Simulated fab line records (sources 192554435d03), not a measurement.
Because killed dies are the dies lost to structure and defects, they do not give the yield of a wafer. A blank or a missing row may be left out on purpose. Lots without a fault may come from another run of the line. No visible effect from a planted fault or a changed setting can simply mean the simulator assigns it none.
Struck lot and sound lot, side by side ; flow n5-finfet ; 28 steps out of a route of 1938
Sound: wafers L730.3, L730.5, L730.6. Wafers L718.2, L718.3, L718.5 were the ones struck. The cause comes at the end.
Order at every step that has rows: each side's tool, ch and its chambers, its first start. Under that, the readings that differ: sound wafers ; struck wafers ; difference of the means ; sigmas: that difference in standard deviations of wafers without a fault.
alike: same words and numbers on both sides, and readings whose means sit less than 2 such deviations apart. not compared: any withheld reading, any reading some wafer has no value for, any bound like >300 that may hide the same value, and any number with overlapping values for which the record gives no deviation.
The two part at a step that has a row with sigmas, a row that says differs or no value, or rows on one side only. Numbers that don't overlap but have no deviation are shown without sigmas and don't part them. A reading that every wafer of one side lacks parts them only if that side has two wafers or more.

first, 8 steps without rows for these wafers: N5_BEOL_M0_SAQP_COAT_81 (time 60 s, resist thk 100 nm); N5_BEOL_M0_SAQP_COAT_82 (time 60 s, resist thk 30 nm); N5_BEOL_M0_SAQP_COAT_08 (resist thk 90 nm); N5_BEOL_M0_SAQP_EBR_10; N5_BEOL_M0_SAQP_SOFTBAKE_09 (time 60 s); N5_BEOL_M0_SAQP_EXPOSE_11 (exposes mask M0 CORE, target cd 42 nm); N5_BEOL_M0_SAQP_PEB_12 (peb time 60 s); N5_BEOL_M0_SAQP_DEVELOP_13 (develop time 30 s).
N5_BEOL_M0_SAQP_CD_MEAS_14: the cd target is 42.5 nm.
  sound on cd-sem-02 ch 0, day 12 23:34; struck on cd-sem-02 ch 0, day 8 11:41
  alike: cd-nm
N5_BEOL_M0_SAQP_OVL_MEAS_15:
  sound on overlay-02 ch 0, day 12 23:36; struck on overlay-01 ch 0, day 8 11:43
  alike: M0_CORE_OVL
N5_BEOL_M0_SAQP_INSPECT_16: inspects for defects (brightfield).
  sound: defect-inspect-01 at day 12 23:38; struck: defect-inspect-01 at day 8 11:44
reading;sound;struck;difference;sigmas
raw-defect-count;658 845 453;367 351 302;-312;-2
then, 1 step without rows for these wafers: N5_BEOL_M0_SAQP_DESCUM_19 (chemistry O2, time 7.9 s).
N5_BEOL_M0_SAQP_ETCH_83: etches SiARC in CF4, target depth 39 nm, time 65 s.
  sound on rie-diel-02 ch 0,2,3, day 12 23:43; struck on rie-diel-02 ch 1,2,3, day 8 11:49
  no value came back on the struck wafers for any of 8 readings (bias-w (W), cf4-flow-sccm (sccm) and others); on the sound wafers bias-w (W) reads 35.86 36.13 35.98
reading;sound;struck;difference;sigmas
model.CAR-ArF_of_BEOL_M0_SAQP_COAT_08.thk-nm (nm);55.6 55.4 55.4;83.6 83.6 83.6;+28.1;
  not compared: rf-hours-counter-h
N5_BEOL_M0_SAQP_ETCH_84: etches SOC in N2/H2, target depth 100 nm, overetch 20 nm, time 150 s.
  sound on rie-diel-02 ch 0,2,3, day 12 23:46; struck on rie-diel-02 ch 1,2,3, day 8 11:52
reading;sound;struck;difference;sigmas
oes-product-au (a.u.);0.74 0.63 0.82;0.32 0.28 0.28;-0.44;-6
  alike: bias-w, chamber-pressure-mTorr, drypump-motor-current-A, h2-flow-sccm, rf-vpp-V, showerhead-plenum-p-Torr, throttle-valve-pct
  not compared: rf-hours-counter-h
then, 1 step without rows for these wafers: N5_BEOL_M0_SAQP_STRIP_80 (strips in N2/H2).
N5_BEOL_M0_SAQP_HM_OPEN_112: chemistry CHF3/O2, target SiO2, stops on a-Si, target depth 12 nm, time 13.5 s.
  sound on rie-diel-02 ch 0,2,3, day 12 23:52; struck on rie-diel-02 ch 1,2,3, day 8 11:59
reading;sound;struck;difference;sigmas
oes-product-au (a.u.);0.54 0.47 0.60;0.32 0.28 0.28;-0.24;-4
  alike: drypump-motor-current-A, rf-vpp-V, showerhead-plenum-p-Torr, throttle-valve-pct
  not compared: rf-hours-counter-h
then, 1 step without rows for these wafers: N5_BEOL_M0_SAQP_STRIP_113 (strips in CHF3/O2).
N5_BEOL_M0_SAQP_MANDREL_ETCH_20: etches a-Si in HBr/Cl2, stops on SiNx, target depth 60 nm, bt time 10 s, time 30 s.
  sound on rie-si-06 ch 0,1,2, day 12 23:57; struck on rie-si-06 ch 0,2, day 8 12:04
reading;sound;struck;difference;sigmas
oes-product-au (a.u.);0.776 0.786 0.770;0.323 0.329 0.330;-0.450;-35
throttle-valve-pct (%);35.47 35.36 35.09;35.96 36.33 36.33;+0.90;+3
  alike: HBr_flow_sccm, bias-w, drypump-motor-current-A
  not compared: rf-hours-counter-h
N5_BEOL_M0_SAQP_STRIP_86: strips in N2/H2.
  sound on rie-diel-03 ch 0,2,3, day 13 00:03; struck on rie-diel-03 ch 0,1, day 8 12:10
  alike: drypump-motor-current-A, h2-flow-sccm, oes-product-au, rf-vpp-V, showerhead-plenum-p-Torr, throttle-valve-pct
  not compared: rf-hours-counter-h
then, 2 steps without rows for these wafers: N5_BEOL_M0_SAQP_STRIP_115 (strips in post etch residue remover, time 60 s); N5_BEOL_M0_SAQP_SRD_93 (time 30 s).
N5_BEOL_M0_SAQP_RECESS_114: chemistry HF/NH3, target SiO2, target depth 14.4 nm, afs cycles 3, sublimation time 60 s.
  sound on vapor-etch-01 ch 0,1, day 13 00:26; struck on vapor-etch-02 ch 0,1, day 8 12:18
  alike: drypump-motor-current-A
N5_BEOL_M0_SAQP_SPACER1_ALD_98: deposits SiO2, target thk 12.8 nm, pulse time 1 s, purge time 2 s.
  sound on ald-sin-02 ch 0,1,3, day 13 01:27; struck on ald-sin-03 ch 1,2,3, day 8 13:36
  alike: heater-power-w, precursor-pulse-height-rel
N5_BEOL_M0_SAQP_SPACER1_ETCHBACK_99: etches SiO2 in CHF3/O2, target depth 15.4 nm, time 7.7 s.
  sound on rie-diel-03 ch 1,2,3, day 13 01:56; struck on rie-diel-02 ch 1,3, day 8 14:11
reading;sound;struck;difference;sigmas
oes-product-au (a.u.);0.68 0.69 0.68;0.28 0.28 0.27;-0.41;-5
throttle-valve-pct (%);19.10 19.31 19.11;18.71 18.99 18.70;-0.37;-2
  alike: drypump-motor-current-A, rf-vpp-V, showerhead-plenum-p-Torr
  not compared: rf-hours-counter-h
N5_BEOL_M0_SAQP_MANDREL1_REMOVE_100: chemistry HBr/Cl2/O2, target a-Si, stops on SiNx, bt time 10 s.
  sound on rie-si-06 ch 2,3, day 13 02:01; struck on rie-si-06 ch 0,3, day 8 14:17
reading;sound;struck;difference;sigmas
oes-product-au (a.u.);1.010 0.980 1.014;0.375 0.378 0.380;-0.624;-37
  alike: drypump-motor-current-A, throttle-valve-pct
  not compared: rf-hours-counter-h
N5_BEOL_M0_SAQP_CD_MEAS_25: the cd target is 13.1 nm.
  sound on cd-sem-03 ch 0, day 13 02:08; struck on cd-sem-01 ch 0, day 8 14:23
reading;sound;struck;difference;sigmas
cd-nm (nm);12.56 12.77 12.90;- - -;no value on the struck wafers;
N5_BEOL_M0_SAQP_ETCH_101: etches SiNx in CH3F/O2, target depth 29.9 nm, time 42.7 s.
  sound on rie-diel-03 ch 1,2,3, day 13 02:10; struck on rie-diel-02 ch 1,3, day 8 14:26
reading;sound;struck;difference;sigmas
rf-vpp-V (V);299.5 299.5 295.5;291.4 293.9 291.9;-5.8;-2
  alike: CH3F_flow_sccm, O2_flow_sccm, drypump-motor-current-A, oes-product-au, showerhead-plenum-p-Torr, throttle-valve-pct
  not compared: rf-hours-counter-h
N5_BEOL_M4_RC_MEAS_101:
  the record has rows for the sound wafers here (prober-02 ch 0, day 16 01:50) and none for the struck ones

WHERE THEY PART
At N5_BEOL_M0_SAQP_INSPECT_16 first; at N5_BEOL_M4_RC_MEAS_101 last (within this record only).

WHY: what had been put in by the simulator
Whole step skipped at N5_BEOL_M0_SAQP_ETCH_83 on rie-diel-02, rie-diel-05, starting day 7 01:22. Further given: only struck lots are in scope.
